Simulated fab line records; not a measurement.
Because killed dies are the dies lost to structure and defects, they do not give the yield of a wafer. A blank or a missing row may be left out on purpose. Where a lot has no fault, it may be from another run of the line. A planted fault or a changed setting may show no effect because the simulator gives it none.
Which tool was responsible? || flow n5Finfet || 11 lots with 33 wafers sampled at 3 steps, on a route of 1938 steps

## WHAT THE GAUGES READ, wafer by wafer
N5_MIM_BOT_LITHO_CD_MEAS_08: target cd 3000 nm.
{"lot": "L468", "measured": "day 12 14:25", "on": "cdSem-03", "cdNm (nm)": "3000.4 2999.2 2998.2"}
{"lot": "L469", "measured": "day 12 20:20", "on": "cdSem-03", "cdNm (nm)": "2998.7 2994.7 2997.1"}
{"lot": "L471", "measured": "day 13 17:35", "on": "cdSem-01", "cdNm (nm)": "2997.0 2998.7 2997.4"}
{"lot": "L478", "measured": "day 15 00:41", "on": "cdSem-01", "cdNm (nm)": "2997.0 2999.4 3000.3"}
{"lot": "L479", "measured": "day 15 03:48", "on": "cdSem-01", "cdNm (nm)": "2996.5 2999.3 2998.8"}
{"lot": "L480", "measured": "day 15 16:02", "on": "cdSem-01", "cdNm (nm)": "3002.3 3001.1 2999.8"}
{"lot": "L482", "measured": "day 16 17:52", "on": "cdSem-01", "cdNm (nm)": "2996.9 2996.9 2997.6"}
{"lot": "L483", "measured": "day 16 21:58", "on": "cdSem-02", "cdNm (nm)": "2996.8 2997.4 2997.5"}
{"lot": "L487", "measured": "day 17 03:11", "on": "cdSem-03", "cdNm (nm)": "2999.9 2997.2 2998.2"}
{"lot": "L488", "measured": "day 17 14:25", "on": "cdSem-01", "cdNm (nm)": "2996.9 2999.2 2998.7"}
{"lot": "L491", "measured": "day 20 05:59", "on": "cdSem-03", "cdNm (nm)": "2996.3 2996.5 2996.7"}

## EACH LOT AND THE TOOL THAT RAN IT (in order: tool; ch and the chambers of the sampled wafers; start)
{"lot": "L468", "N5_MOL_CONTACT_COAG_STRIP_72": "rieDiel-04 ch 1,2,3, day 5 04:10", "N5_MIM_TOP_ETCH_STRIP_01": "rieDiel-06 ch 1,2, day 12 13:52"}
{"lot": "L469", "N5_MOL_CONTACT_COAG_STRIP_72": "rieDiel-01 ch 2,3, day 5 11:14", "N5_MIM_TOP_ETCH_STRIP_01": "rieDiel-05 ch 0,2,3, day 12 19:48"}
{"lot": "L471", "N5_MOL_CONTACT_COAG_STRIP_72": "rieDiel-01 ch 0,2, day 5 20:51", "N5_MIM_TOP_ETCH_STRIP_01": "rieDiel-06 ch 1,3, day 13 17:02"}
{"lot": "L478", "N5_MOL_CONTACT_COAG_STRIP_72": "rieDiel-02 ch 0,1,2, day 7 14:55", "N5_MIM_TOP_ETCH_STRIP_01": "rieDiel-05 ch 1,2, day 15 00:08"}
{"lot": "L479", "N5_MOL_CONTACT_COAG_STRIP_72": "rieDiel-02 ch 0,2,3, day 7 21:23", "N5_MIM_TOP_ETCH_STRIP_01": "rieDiel-03 ch 0,1, day 15 03:22"}
{"lot": "L480", "N5_MOL_CONTACT_COAG_STRIP_72": "rieDiel-04 ch 2,3, day 8 05:45", "N5_MIM_TOP_ETCH_STRIP_01": "rieDiel-05 ch 0,3, day 15 15:37"}
{"lot": "L482", "N5_MOL_CONTACT_COAG_STRIP_72": "rieDiel-01 ch 1,2,3, day 8 20:19", "N5_MIM_TOP_ETCH_STRIP_01": "rieDiel-05 ch 0,1,2, day 16 17:26"}
{"lot": "L483", "N5_MOL_CONTACT_COAG_STRIP_72": "rieDiel-01 ch 0,1,3, day 8 22:21", "N5_MIM_TOP_ETCH_STRIP_01": "rieDiel-06 ch 0,2,3, day 16 21:33"}
{"lot": "L487", "N5_MOL_CONTACT_COAG_STRIP_72": "rieDiel-01 ch 0,2, day 9 20:19", "N5_MIM_TOP_ETCH_STRIP_01": "rieDiel-05 ch 1,3, day 17 02:44"}
{"lot": "L488", "N5_MOL_CONTACT_COAG_STRIP_72": "rieDiel-04 ch 0,2,3, day 10 00:51", "N5_MIM_TOP_ETCH_STRIP_01": "rieDiel-03 ch 0,3, day 17 13:45"}
{"lot": "L491", "N5_MOL_CONTACT_COAG_STRIP_72": "rieDiel-01 ch 1,2,3, day 10 22:35", "N5_MIM_TOP_ETCH_STRIP_01": "rieDiel-05 ch 1,2,3, day 20 05:34"}
- N5_MOL_CONTACT_COAG_STRIP_72: strips in N2/H2.
- N5_MIM_TOP_ETCH_STRIP_01: strips in O2.

## THE ANSWER, worked out from the rows above alone
Rule: the usual values come from the lots themselves. Put in order of their means at a reading, lots are off if they are a third of the lots or fewer, leave a main group of 4 or more, and stand apart from it by a gap of 3 or more times the standard deviation of the main group's means; of several such gaps the widest counts. The tables above print the reading to a certain number of digits; a main group whose means all agree to those digits is not used. Also off: a lot with no number at a reading for which 4 or more lots have one. Where the step has rows for the other lots, those lots are counted as sound.
No lot is off on any of the readings shown, so nothing can be concluded from this.

## WHAT THE SIMULATOR PUT IN
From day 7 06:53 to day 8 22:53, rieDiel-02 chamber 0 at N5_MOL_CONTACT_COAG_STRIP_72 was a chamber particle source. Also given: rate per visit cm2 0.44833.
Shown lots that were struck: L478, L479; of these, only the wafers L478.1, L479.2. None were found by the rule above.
